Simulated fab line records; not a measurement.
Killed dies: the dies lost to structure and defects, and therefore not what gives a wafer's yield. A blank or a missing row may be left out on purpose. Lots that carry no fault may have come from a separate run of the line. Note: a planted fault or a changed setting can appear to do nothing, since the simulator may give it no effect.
The tool behind it: which one? / flow nand_harc / 39 wafers from 13 lots sampled at 4 of the route's 1302 steps

WHAT THE GAUGES SHOWED, per wafer
NHARC_P_M2_CD_MEAS_09: target cd 170 nm. Usual: cd_nm reads 169.9 nm (standard deviation 0.58).
lot=L884; measured=day 6 18:38; on=cd_sem-01; cd_nm (nm)=169.1 169.4 169.4; flag=
lot=L887; measured=day 7 16:04; on=cd_sem-01; cd_nm (nm)=169.4 170.0 169.6; flag=
lot=L888; measured=day 8 02:17; on=cd_sem-01; cd_nm (nm)=171.1 170.8 170.3; flag=
lot=L889; measured=day 9 03:11; on=cd_sem-02; cd_nm (nm)=170.1 170.3 169.4; flag=
lot=L890; measured=day 9 15:19; on=cd_sem-03; cd_nm (nm)=169.4 169.9 169.2; flag=
lot=L891; measured=day 9 21:37; on=cd_sem-02; cd_nm (nm)=169.4 169.6 170.4; flag=
lot=L892; measured=day 10 00:30; on=cd_sem-02; cd_nm (nm)=170.4 170.6 170.3; flag=
lot=L894; measured=day 10 12:41; on=cd_sem-03; cd_nm (nm)=169.7 169.1 170.4; flag=
lot=L893; measured=day 10 14:14; on=cd_sem-01; cd_nm (nm)=170.0 170.6 169.8; flag=
lot=L895; measured=day 11 06:20; on=cd_sem-02; cd_nm (nm)=170.7 170.3 170.6; flag=
lot=L899; measured=day 12 20:47; on=cd_sem-03; cd_nm (nm)=169.5 194.3 199.0; flag=OFF
lot=L906; measured=day 15 13:59; on=cd_sem-03; cd_nm (nm)=169.6 169.6 170.1; flag=
lot=L907; measured=day 15 21:42; on=cd_sem-02; cd_nm (nm)=169.4 170.9 170.2; flag=

NHARC_P_M2_INSPECT_11. Usual: raw_defect_count reads 5 (standard deviation 3).
lot=L884; measured=day 6 18:46; on=defect_inspect-01; raw_defect_count=2 4 9; flag=
lot=L887; measured=day 7 16:11; on=defect_inspect-01; raw_defect_count=7 5 8; flag=
lot=L888; measured=day 8 02:24; on=defect_inspect-02; raw_defect_count=5 8 1; flag=
lot=L889; measured=day 9 03:18; on=defect_inspect-02; raw_defect_count=5 3 8; flag=
lot=L890; measured=day 9 15:26; on=defect_inspect-02; raw_defect_count=12 11 4; flag=
lot=L891; measured=day 9 21:45; on=defect_inspect-02; raw_defect_count=2 6 6; flag=
lot=L892; measured=day 10 00:37; on=defect_inspect-01; raw_defect_count=2 2 7; flag=
lot=L894; measured=day 10 12:48; on=defect_inspect-01; raw_defect_count=1 5 4; flag=
lot=L893; measured=day 10 14:22; on=defect_inspect-01; raw_defect_count=6 6 9; flag=
lot=L895; measured=day 11 06:27; on=defect_inspect-01; raw_defect_count=2 6 7; flag=
lot=L899; measured=day 12 20:54; on=defect_inspect-01; raw_defect_count=5 8 10; flag=
lot=L906; measured=day 15 14:07; on=defect_inspect-01; raw_defect_count=17 13 8; flag=
lot=L907; measured=day 15 21:49; on=defect_inspect-01; raw_defect_count=4 5 4; flag=

WHAT TOOL EACH LOT RAN ON (gives the tool, then ch and the chambers of the sampled wafers, and finally the start)
lot=L884; NHARC_P_M1_ETCH_28=rie_diel-11 ch 0,1,3, day 6 18:30 or earlier; NHARC_P_M2_EXPOSE_06=arfi_scanner-02 ch 0, day 6 18:30
lot=L887; NHARC_P_M1_ETCH_28=rie_diel-12 ch 0,2,3, day 7 15:56 or earlier; NHARC_P_M2_EXPOSE_06=arfi_scanner-03 ch 0, day 7 15:56
lot=L888; NHARC_P_M1_ETCH_28=rie_diel-11 ch 0,2,3, day 8 02:08 or earlier; NHARC_P_M2_EXPOSE_06=arfi_scanner-03 ch 0, day 8 02:08
lot=L889; NHARC_P_M1_ETCH_28=rie_diel-11 ch 0,2, day 9 03:02 or earlier; NHARC_P_M2_EXPOSE_06=arfi_scanner-01 ch 0, day 9 03:02
lot=L890; NHARC_P_M1_ETCH_28=rie_diel-12 ch 1,3, day 9 15:10 or earlier; NHARC_P_M2_EXPOSE_06=arfi_scanner-01 ch 0, day 9 15:10
lot=L891; NHARC_P_M1_ETCH_28=rie_diel-11 ch 0,2, day 9 21:29 or earlier; NHARC_P_M2_EXPOSE_06=arfi_scanner-01 ch 0, day 9 21:29
lot=L892; NHARC_P_M1_ETCH_28=rie_diel-12 ch 2,3, day 10 00:22 or earlier; NHARC_P_M2_EXPOSE_06=arfi_scanner-02 ch 0, day 10 00:22
lot=L894; NHARC_P_M1_ETCH_28=rie_diel-10 ch 1,2,3, day 10 12:32 or earlier; NHARC_P_M2_EXPOSE_06=arfi_scanner-02 ch 0, day 10 12:32
lot=L893; NHARC_P_M1_ETCH_28=rie_diel-12 ch 0,1,3, day 10 14:06 or earlier; NHARC_P_M2_EXPOSE_06=arfi_scanner-03 ch 0, day 10 14:06
lot=L895; NHARC_P_M1_ETCH_28=rie_diel-12 ch 0,2,3, day 11 06:11 or earlier; NHARC_P_M2_EXPOSE_06=arfi_scanner-01 ch 0, day 11 06:11
lot=L899; NHARC_P_M1_ETCH_28=rie_diel-12 ch 0,2, day 12 20:38 or earlier; NHARC_P_M2_EXPOSE_06=arfi_scanner-02 ch 0, day 12 20:38
lot=L906; NHARC_P_M1_ETCH_28=rie_diel-10 ch 0,2, day 15 13:51 or earlier; NHARC_P_M2_EXPOSE_06=arfi_scanner-01 ch 0, day 15 13:51
lot=L907; NHARC_P_M1_ETCH_28=rie_diel-11 ch 0,1,3, day 15 21:34 or earlier; NHARC_P_M2_EXPOSE_06=arfi_scanner-03 ch 0, day 15 21:34
- NHARC_P_M1_ETCH_28: etches the open film in CF4/N2, target depth 30 nm, time 72.99 s.
- NHARC_P_M2_EXPOSE_06: exposes mask P M2, target cd 170 nm.

AS READ BY THE TOOLS THEMSELVES (means over the sampled wafers that have a number; for cases with no such wafer, the mark the record gives instead)
NHARC_P_M1_ETCH_28. Usual: cf4_flow_sccm 50.01 sccm, standard deviation 0.14; drypump_motor_current_A 5.8 A, standard deviation 0.48; oes_product_au 1.000 a.u., standard deviation 0.012; rf_vpp_V 313.5 V, standard deviation 1.6; showerhead_plenum_p_Torr 2.60 Torr, standard deviation 0.081; throttle_valve_pct 19.794 %, standard deviation 0.0083.
lot=L884; tool=rie_diel-11; cf4_flow_sccm (sccm)=49.93; drypump_motor_current_A (A)=5.9; oes_product_au (a.u.)=0.998; rf_vpp_V (V)=312.9; showerhead_plenum_p_Torr (Torr)=2.54; throttle_valve_pct (%)=19.791; flag=
lot=L887; tool=rie_diel-12; cf4_flow_sccm (sccm)=50.00; drypump_motor_current_A (A)=5.9; oes_product_au (a.u.)=1.002; rf_vpp_V (V)=314.4; showerhead_plenum_p_Torr (Torr)=2.64; throttle_valve_pct (%)=19.808; flag=
lot=L888; tool=rie_diel-11; cf4_flow_sccm (sccm)=50.21; drypump_motor_current_A (A)=5.8; oes_product_au (a.u.)=1.001; rf_vpp_V (V)=312.9; showerhead_plenum_p_Torr (Torr)=2.57; throttle_valve_pct (%)=19.796; flag=
lot=L889; tool=rie_diel-11; cf4_flow_sccm (sccm)=49.89; drypump_motor_current_A (A)=5.7; oes_product_au (a.u.)=1.006; rf_vpp_V (V)=314.3; showerhead_plenum_p_Torr (Torr)=2.57; throttle_valve_pct (%)=19.794; flag=
lot=L890; tool=rie_diel-12; cf4_flow_sccm (sccm)=50.10; drypump_motor_current_A (A)=6.3; oes_product_au (a.u.)=1.017; rf_vpp_V (V)=313.6; showerhead_plenum_p_Torr (Torr)=2.63; throttle_valve_pct (%)=19.799; flag=
lot=L891; tool=rie_diel-11; cf4_flow_sccm (sccm)=49.92; drypump_motor_current_A (A)=6.0; oes_product_au (a.u.)=1.002; rf_vpp_V (V)=313.3; showerhead_plenum_p_Torr (Torr)=2.58; throttle_valve_pct (%)=19.796; flag=
lot=L892; tool=rie_diel-12; cf4_flow_sccm (sccm)=49.99; drypump_motor_current_A (A)=6.3; oes_product_au (a.u.)=1.001; rf_vpp_V (V)=314.1; showerhead_plenum_p_Torr (Torr)=2.57; throttle_valve_pct (%)=19.800; flag=
lot=L894; tool=rie_diel-10; cf4_flow_sccm (sccm)=49.99; drypump_motor_current_A (A)=5.5; oes_product_au (a.u.)=0.995; rf_vpp_V (V)=314.7; showerhead_plenum_p_Torr (Torr)=2.63; throttle_valve_pct (%)=19.796; flag=
lot=L893; tool=rie_diel-12; cf4_flow_sccm (sccm)=50.02; drypump_motor_current_A (A)=5.9; oes_product_au (a.u.)=1.012; rf_vpp_V (V)=315.2; showerhead_plenum_p_Torr (Torr)=2.66; throttle_valve_pct (%)=19.794; flag=
lot=L895; tool=rie_diel-12; cf4_flow_sccm (sccm)=50.03; drypump_motor_current_A (A)=5.9; oes_product_au (a.u.)=1.003; rf_vpp_V (V)=314.0; showerhead_plenum_p_Torr (Torr)=2.63; throttle_valve_pct (%)=19.790; flag=
lot=L899; tool=rie_diel-12; cf4_flow_sccm (sccm)=50.18; drypump_motor_current_A (A)=5.5; oes_product_au (a.u.)=0.999; rf_vpp_V (V)=314.9; showerhead_plenum_p_Torr (Torr)=2.65; throttle_valve_pct (%)=19.798; flag=
lot=L906; tool=rie_diel-10; cf4_flow_sccm (sccm)=49.95; drypump_motor_current_A (A)=5.8; oes_product_au (a.u.)=0.989; rf_vpp_V (V)=314.0; showerhead_plenum_p_Torr (Torr)=2.64; throttle_valve_pct (%)=19.789; flag=
lot=L907; tool=rie_diel-11; cf4_flow_sccm (sccm)=49.99; drypump_motor_current_A (A)=6.0; oes_product_au (a.u.)=1.001; rf_vpp_V (V)=311.2; showerhead_plenum_p_Torr (Torr)=2.51; throttle_valve_pct (%)=19.797; flag=

NHARC_P_M2_EXPOSE_06. Usual: exposure_dose_mJ_cm2 reads 80.68 (standard deviation 0.082).
lot=L884 tool=arfi_scanner-02 exposure_dose_mJ_cm2=80.75 flag=
lot=L887 tool=arfi_scanner-03 exposure_dose_mJ_cm2=80.65 flag=
lot=L888 tool=arfi_scanner-03 exposure_dose_mJ_cm2=80.85 flag=
lot=L889 tool=arfi_scanner-01 exposure_dose_mJ_cm2=80.68 flag=
lot=L890 tool=arfi_scanner-01 exposure_dose_mJ_cm2=80.67 flag=
lot=L891 tool=arfi_scanner-01 exposure_dose_mJ_cm2=80.68 flag=
lot=L892 tool=arfi_scanner-02 exposure_dose_mJ_cm2=80.64 flag=
lot=L894 tool=arfi_scanner-02 exposure_dose_mJ_cm2=80.69 flag=
lot=L893 tool=arfi_scanner-03 exposure_dose_mJ_cm2=80.71 flag=
lot=L895 tool=arfi_scanner-01 exposure_dose_mJ_cm2=80.65 flag=
lot=L899 tool=arfi_scanner-02 exposure_dose_mJ_cm2=76.50 flag=OFF
lot=L906 tool=arfi_scanner-01 exposure_dose_mJ_cm2=80.61 flag=
lot=L907 tool=arfi_scanner-03 exposure_dose_mJ_cm2=80.52 flag=

THE ANSWER, worked out from the rows above alone
Rule: lot off if the mean of its wafers having a number is beyond 3 standard deviations from the usual mean. A lot without any number at a reading at which 4 lots or more have one is off too. Any other lot the step has rows for is counted as sound. After the gauges, taken in route order, come the tools' own readings; for these a lot's mean is taken, as printed above. The first step at which some lot is off is used, and at that step the reading that is off furthest; a lot without a number counts as furthest.
Off: L899 (NHARC_P_M2_CD_MEAS_09, cd_nm).
If a tool, at a process step before that reading, ran all the lots that are off and no sound lot after the first of them, it fits. Not tried: the gauges at NHARC_P_M2_CD_MEAS_09; whatever is off there is also off at NHARC_P_M2_EXPOSE_06, on other tools, and gauge error can't account for it. NHARC_P_M1_ETCH_28: start missing for some lots; hours and lot order therefore follow NHARC_P_M2_EXPOSE_06. 2 tools fit, rie_diel-12 at NHARC_P_M1_ETCH_28 and arfi_scanner-02 at NHARC_P_M2_EXPOSE_06, so this cannot tell which one it is.

WHAT HAD BEEN PUT IN BY THE SIMULATOR
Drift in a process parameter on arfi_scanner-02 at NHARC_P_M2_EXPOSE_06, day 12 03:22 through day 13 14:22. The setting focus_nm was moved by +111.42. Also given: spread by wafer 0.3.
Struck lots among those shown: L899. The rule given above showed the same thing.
